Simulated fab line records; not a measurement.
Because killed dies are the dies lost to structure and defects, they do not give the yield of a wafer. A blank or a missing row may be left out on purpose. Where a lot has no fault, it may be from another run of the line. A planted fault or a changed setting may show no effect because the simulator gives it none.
A struck lot beside a sound one || flow nand harc || 15 steps out of a route of 1159
Sound: these wafers, L808.1, L808.2, L808.5. The struck wafers were L814.1, L814.2, L814.3. At the end, the cause is stated.
At each step with rows: each side's tool, then ch and its chambers, then its first start. Under that, the readings that differ: sound wafers || struck wafers || difference of the means || sigmas: that difference in standard deviations of wafers without a fault.
alike: readings whose means differ by less than 2 such deviations, and words and numbers that are the same on both sides. not compared: withheld readings, readings that some wafer has no value for, bounds like >300 that may hide the same value, and numbers for which the record gives no deviation and whose values overlap.
A row with sigmas, a row that says differs or no value, or rows on one side alone: a step with any of these is where the two part. Non-overlapping numbers with no deviation appear without sigmas and do not part them. A reading missing from all wafers of one side parts the sides only when that side holds two or more wafers.

first, 3 steps without rows for these wafers: NHARC_A_SGD_CUT_SRD_19; NHARC_A_SGD_CUT_DEP_20 (deposits SiO2, target thk 150 nm); NHARC_A_SGD_CUT_ANNEAL_27 (time 1800 s).
NHARC_A_SGD_CUT_CMP_21: polishes, target thk 148.19 nm.
  sound on cmp-01 ch 2,3, day 15 09:14; struck on cmp-02 ch 0,1,2, day 18 02:39
  alike: motor current A, time to endpoint s
NHARC_A_SGD_CUT_THK_MEAS_22: measures by ellipsometry.
  sound: film metro-02 at day 15 09:29; struck: film metro-01 at day 18 02:54
  alike: thk nm
then, 2 steps without rows for these wafers: NHARC_A_SGD_CUT_SRD_23; NHARC_A_SGD_CUT_ETCH_26 (etches SiO2 in dHF, target depth 45.8 nm).
NHARC_A_SGD_CUT_ETCHBACK_24: etches the open film in CH3F/O2, target depth 50 nm, time 92.857 s.
  sound on rie diel-09 ch 0,1, day 15 09:43; struck on rie diel-09 ch 0,2,3, day 18 03:07
  alike: chamber pressure mTorr, drypump motor current A, oes product au, rf vpp V, showerhead plenum p Torr, throttle valve pct
  not compared: rf hours counter h
NHARC_A_SGD_CUT_STRIP_28: strips in O2, time 20 s.
  sound on rie diel-09 ch 2,3; struck on rie diel-09 ch 0,1,3
  alike: chamber pressure mTorr, drypump motor current A, oes product au, rf vpp V, showerhead plenum p Torr, throttle valve pct
  not compared: rf hours counter h
NHARC_A_SGD_CUT_INSPECT_25:
  sound: defect inspect-01 at day 15 09:57; struck: defect inspect-01 at day 18 03:22
  alike: raw defect count
NHARC_A_SLIT_DEP_25: deposits SiO2, target thk 200 nm.
  sound on pecvd-03 ch 0,2, day 15 10:14; struck on pecvd-03 ch 0,1,2, day 18 03:26
  alike: chamber pressure Torr, flow sccm, heater power w, throttle valve pct
NHARC_A_SLIT_DEP_00: deposits aC, target thk 3200 nm.
  sound on acl dep-01 ch 0, day 15 14:47; struck on acl dep-02 ch 0, day 18 04:12
  alike: susceptor temp C, throttle valve pct
NHARC_A_SLIT_DEP_23: deposits SiON, target thk 100 nm.
  sound on pecvd-01 ch 1,2, day 15 16:48; struck on pecvd-01 ch 0,1,2, day 18 06:11
  no value came back on the struck wafers for chamber pressure Torr (Torr), heater power outer w (W), heater power w (W); on the sound wafers chamber pressure Torr (Torr) reads 3.503 3.526 3.516
then, 1 step without rows for these wafers: NHARC_A_SLIT_DEHYDRATE_01 (time 120 s).
-- the record jumps here: 5 days lie between the struck wafers' starts before and after (it left off in module A_SLIT and takes up again in module END, whose first step shown is number 1159 of the route) --
NHARC_END_SORT_01:
  the record has rows for the struck wafers here (prober-02 ch 0, day 23 12:25) and none for the sound ones

WHERE THEY PART
Earliest at NHARC_A_SLIT_DEP_23; latest, in this record, at NHARC_END_SORT_01.

WHY: the cause the simulator had injected
Skipped step whole: pecvd-01, from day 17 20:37 on, at NHARC_A_SLIT_DEP_23. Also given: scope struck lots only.
